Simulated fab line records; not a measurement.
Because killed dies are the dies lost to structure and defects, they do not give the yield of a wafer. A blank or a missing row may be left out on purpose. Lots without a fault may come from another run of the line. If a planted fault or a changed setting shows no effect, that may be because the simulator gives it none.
Split-lot study || flow n5-finfet || on a route of 1938 steps: 7 lots, 39 wafers read

== SPLIT DETAILS ==
At N5_BEOL_M15_ILD_DEP_00 (deposits SiO2 from TEOS/O2, target thk 1629.3 nm, time 346.1 s), the setting target-thk-a was moved away from the recipe's 16293 angstrom on 15 of the 39 wafers read, by -56.5% to +40.5%. For the rest of the wafers, this setting stayed at what the recipe calls for.

== FROM THE SPLIT TO THE READING: what the file shows between them, 10 steps ==
- N5_BEOL_M15_THK_MEAS_01
- N5_BEOL_M15_COAT_58: time 60 s, resist thk 89 nm
- N5_BEOL_M15_COAT_04: resist thk 800 nm
- N5_BEOL_M15_DESCUM_15: chemistry O2, time 7.9 s
- N5_BEOL_M15_ETCH_59: etches BARC in N2/H2, target depth 89 nm, overetch 26.7 nm, time 67.9 s
- N5_BEOL_M15_VIA_ETCH_16: etches SiO2 in C4F8/O2/Ar, target depth 1792.2 nm
- N5_BEOL_M15_STRIP_63: strips in O2
- N5_BEOL_M15_STRIP_64: strips in O2
- N5_BEOL_M15_STRIP_65: strips in post etch residue remover, time 60 s
- N5_BEOL_M15_SRD_66: time 30 s, dry time 30 s

== THE READING ==
Shown in nm: cd-nm at N5_BEOL_M15_CD_MEAS_17, with target cd 360 nm. A value of 361.7 nm with a standard deviation of 1.5 nm is what fault-free wafers of this fab line usually give.

{"wafer": "L074.1", "tool, chamber at the split": "pecvd-04, 1", "target-thk-a as run, angstrom": 16293, "against the recipe": "recipe", "cd-nm, nm": 358.6, "against lot-mates on the recipe": "-"}
{"wafer": "L074.2", "tool, chamber at the split": "pecvd-04, 0", "target-thk-a as run, angstrom": 16293, "against the recipe": "recipe", "cd-nm, nm": 362.1, "against lot-mates on the recipe": "-"}
{"wafer": "L074.3", "tool, chamber at the split": "pecvd-04, 2", "target-thk-a as run, angstrom": 16293, "against the recipe": "recipe", "cd-nm, nm": 359.8, "against lot-mates on the recipe": "-"}
{"wafer": "L074.4", "tool, chamber at the split": "pecvd-04, 2", "target-thk-a as run, angstrom": 16293, "against the recipe": "recipe", "cd-nm, nm": 359.2, "against lot-mates on the recipe": "-"}
{"wafer": "L074.5", "tool, chamber at the split": "pecvd-04, 1", "target-thk-a as run, angstrom": 16293, "against the recipe": "recipe", "cd-nm, nm": 361.6, "against lot-mates on the recipe": "-"}
{"wafer": "L074.6", "tool, chamber at the split": "pecvd-04, 0", "target-thk-a as run, angstrom": 16293, "against the recipe": "recipe", "cd-nm, nm": 359.7, "against lot-mates on the recipe": "-"}
{"wafer": "L077.1", "tool, chamber at the split": "pecvd-01, 1", "target-thk-a as run, angstrom": 16293, "against the recipe": "recipe", "cd-nm, nm": 361.9, "against lot-mates on the recipe": "-"}
{"wafer": "L077.2", "tool, chamber at the split": "pecvd-01, 2", "target-thk-a as run, angstrom": 16293, "against the recipe": "recipe", "cd-nm, nm": 362.9, "against lot-mates on the recipe": "-"}
{"wafer": "L077.6", "tool, chamber at the split": "pecvd-01, 2", "target-thk-a as run, angstrom": 16293, "against the recipe": "recipe", "cd-nm, nm": 362.7, "against lot-mates on the recipe": "-"}
{"wafer": "L075.1", "tool, chamber at the split": "pecvd-03, 2", "target-thk-a as run, angstrom": 16293, "against the recipe": "recipe", "cd-nm, nm": 362.5, "against lot-mates on the recipe": "-"}
{"wafer": "L075.2", "tool, chamber at the split": "pecvd-03, 0", "target-thk-a as run, angstrom": 7085, "against the recipe": "-56.5%", "cd-nm, nm": 354.1, "against lot-mates on the recipe": -8.9}
{"wafer": "L075.3", "tool, chamber at the split": "pecvd-03, 1", "target-thk-a as run, angstrom": 16293, "against the recipe": "recipe", "cd-nm, nm": 363.0, "against lot-mates on the recipe": "-"}
{"wafer": "L075.4", "tool, chamber at the split": "pecvd-03, 2", "target-thk-a as run, angstrom": 7085, "against the recipe": "-56.5%", "cd-nm, nm": 356.2, "against lot-mates on the recipe": -6.8}
{"wafer": "L075.5", "tool, chamber at the split": "pecvd-03, 0", "target-thk-a as run, angstrom": 7085, "against the recipe": "-56.5%", "cd-nm, nm": 354.9, "against lot-mates on the recipe": -8.1}
{"wafer": "L075.6", "tool, chamber at the split": "pecvd-03, 1", "target-thk-a as run, angstrom": 16293, "against the recipe": "recipe", "cd-nm, nm": 363.5, "against lot-mates on the recipe": "-"}
{"wafer": "L079.1", "tool, chamber at the split": "pecvd-04, 2", "target-thk-a as run, angstrom": 16293, "against the recipe": "recipe", "cd-nm, nm": 361.5, "against lot-mates on the recipe": "-"}
{"wafer": "L079.2", "tool, chamber at the split": "pecvd-04, 0", "target-thk-a as run, angstrom": 16293, "against the recipe": "recipe", "cd-nm, nm": 362.1, "against lot-mates on the recipe": "-"}
{"wafer": "L079.3", "tool, chamber at the split": "pecvd-04, 1", "target-thk-a as run, angstrom": 7932, "against the recipe": "-51.3%", "cd-nm, nm": 353.8, "against lot-mates on the recipe": -7.2}
{"wafer": "L079.4", "tool, chamber at the split": "pecvd-04, 2", "target-thk-a as run, angstrom": 7932, "against the recipe": "-51.3%", "cd-nm, nm": 353.8, "against lot-mates on the recipe": -7.2}
{"wafer": "L079.5", "tool, chamber at the split": "pecvd-04, 1", "target-thk-a as run, angstrom": 7932, "against the recipe": "-51.3%", "cd-nm, nm": 352.6, "against lot-mates on the recipe": -8.4}
{"wafer": "L079.6", "tool, chamber at the split": "pecvd-04, 0", "target-thk-a as run, angstrom": 16293, "against the recipe": "recipe", "cd-nm, nm": 359.4, "against lot-mates on the recipe": "-"}
{"wafer": "L088.1", "tool, chamber at the split": "pecvd-01, 2", "target-thk-a as run, angstrom": 16293, "against the recipe": "recipe", "cd-nm, nm": 361.1, "against lot-mates on the recipe": "-"}
{"wafer": "L088.2", "tool, chamber at the split": "pecvd-01, 1", "target-thk-a as run, angstrom": 16293, "against the recipe": "recipe", "cd-nm, nm": 361.1, "against lot-mates on the recipe": "-"}
{"wafer": "L088.3", "tool, chamber at the split": "pecvd-01, 0", "target-thk-a as run, angstrom": 20960, "against the recipe": "+28.6%", "cd-nm, nm": 363.9, "against lot-mates on the recipe": "+3.4"}
{"wafer": "L088.4", "tool, chamber at the split": "pecvd-01, 0", "target-thk-a as run, angstrom": 20960, "against the recipe": "+28.6%", "cd-nm, nm": 367.8, "against lot-mates on the recipe": "+7.3"}
{"wafer": "L088.5", "tool, chamber at the split": "pecvd-01, 2", "target-thk-a as run, angstrom": 16293, "against the recipe": "recipe", "cd-nm, nm": 359.2, "against lot-mates on the recipe": "-"}
{"wafer": "L088.6", "tool, chamber at the split": "pecvd-01, 1", "target-thk-a as run, angstrom": 20960, "against the recipe": "+28.6%", "cd-nm, nm": 365.2, "against lot-mates on the recipe": "+4.7"}
{"wafer": "L093.1", "tool, chamber at the split": "pecvd-04, 0", "target-thk-a as run, angstrom": 16293, "against the recipe": "recipe", "cd-nm, nm": 363.4, "against lot-mates on the recipe": "-"}
{"wafer": "L093.2", "tool, chamber at the split": "pecvd-04, 1", "target-thk-a as run, angstrom": 22890, "against the recipe": "+40.5%", "cd-nm, nm": 368.6, "against lot-mates on the recipe": "+6.8"}
{"wafer": "L093.3", "tool, chamber at the split": "pecvd-04, 2", "target-thk-a as run, angstrom": 22890, "against the recipe": "+40.5%", "cd-nm, nm": 369.5, "against lot-mates on the recipe": "+7.7"}
{"wafer": "L093.4", "tool, chamber at the split": "pecvd-04, 2", "target-thk-a as run, angstrom": 16293, "against the recipe": "recipe", "cd-nm, nm": 360.6, "against lot-mates on the recipe": "-"}
{"wafer": "L093.5", "tool, chamber at the split": "pecvd-04, 1", "target-thk-a as run, angstrom": 16293, "against the recipe": "recipe", "cd-nm, nm": 361.5, "against lot-mates on the recipe": "-"}
{"wafer": "L093.6", "tool, chamber at the split": "pecvd-04, 0", "target-thk-a as run, angstrom": 22890, "against the recipe": "+40.5%", "cd-nm, nm": 369.4, "against lot-mates on the recipe": "+7.6"}
{"wafer": "L097.1", "tool, chamber at the split": "pecvd-04, 0", "target-thk-a as run, angstrom": 22760, "against the recipe": "+39.7%", "cd-nm, nm": 367.2, "against lot-mates on the recipe": "+5.3"}
{"wafer": "L097.2", "tool, chamber at the split": "pecvd-04, 1", "target-thk-a as run, angstrom": 22760, "against the recipe": "+39.7%", "cd-nm, nm": 368.8, "against lot-mates on the recipe": "+6.9"}
{"wafer": "L097.3", "tool, chamber at the split": "pecvd-04, 2", "target-thk-a as run, angstrom": 16293, "against the recipe": "recipe", "cd-nm, nm": 362.3, "against lot-mates on the recipe": "-"}
{"wafer": "L097.4", "tool, chamber at the split": "pecvd-04, 2", "target-thk-a as run, angstrom": 16293, "against the recipe": "recipe", "cd-nm, nm": 361.6, "against lot-mates on the recipe": "-"}
{"wafer": "L097.5", "tool, chamber at the split": "pecvd-04, 1", "target-thk-a as run, angstrom": 16293, "against the recipe": "recipe", "cd-nm, nm": 361.9, "against lot-mates on the recipe": "-"}
{"wafer": "L097.6", "tool, chamber at the split": "pecvd-04, 0", "target-thk-a as run, angstrom": 22760, "against the recipe": "+39.7%", "cd-nm, nm": 369.0, "against lot-mates on the recipe": "+7.1"}

THE FIT
A straight line over all 39 wafers: cd-nm changes by +0.15 nm for each +1% of target-thk-a; r = +0.94; the points scatter about the line by 1.5 nm.
The same after taking each lot's own level away (the mean of its wafers on the recipe; 39 wafers): +0.156 nm for each +1%; r = +0.97; scatter 1 nm.
According to that fit, moving target-thk-a by its largest amount changes the reading by 8.8 nm.
Measured against the standard deviation above, the lots' own levels, which go from 360.17 to 363.00 nm, span 1.9 times it.
So the lot-to-lot level changes the slope little: the two slopes agree.
Check: with one of the wafers moved furthest among these (-56.5%) left out of the fit, the line predicts -8.51 nm for it against its lot-mates. Against them it came out at -8.9 nm.

== THE WHOLE CHAIN: every reading that the file lists as answering this split, in the file's order ==
{"step": "N5_BEOL_M15_ILD_DEP_00", "what it does": "deposits SiO2 from TEOS/O2, target thk 1629.3 nm, time 346.1 s", "reading": "SiO2_of_BEOL_M15_ILD_DEP_00.thk-nm (the simulator's own value, which no gauge read)", "change (the file's fit)": "+16.2 nm for each +1% of the setting", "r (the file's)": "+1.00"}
{"step": "N5_BEOL_M15_THK_MEAS_01", "what it does": "", "reading": "M15_ILD_THK", "change (the file's fit)": "+16.2 for each +1% of the setting", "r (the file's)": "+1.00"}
{"step": "N5_BEOL_M15_VIA_ETCH_16", "what it does": "etches SiO2 in C4F8/O2/Ar, target depth 1792.2 nm", "reading": "etch.depth-nm (the simulator's own value, which no gauge read)", "change (the file's fit)": "+16.2 nm for each +1% of the setting", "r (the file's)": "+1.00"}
{"step": "N5_BEOL_M15_VIA_ETCH_16", "what it does": "etches SiO2 in C4F8/O2/Ar, target depth 1792.2 nm", "reading": "coat_of_BEOL_M15_COAT_04.thk-nm (the simulator's own value, which no gauge read)", "change (the file's fit)": "-3.84 nm for each +1% of the setting", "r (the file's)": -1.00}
{"step": "N5_BEOL_M15_CD_MEAS_17", "what it does": "target cd 360 nm", "reading": "cd-nm", "change (the file's fit)": "+0.156 nm for each +1% of the setting", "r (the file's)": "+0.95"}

== FILE'S OWN FIT ==
cd-nm changes by +0.156 nm for each +1% of target-thk-a, r = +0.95.
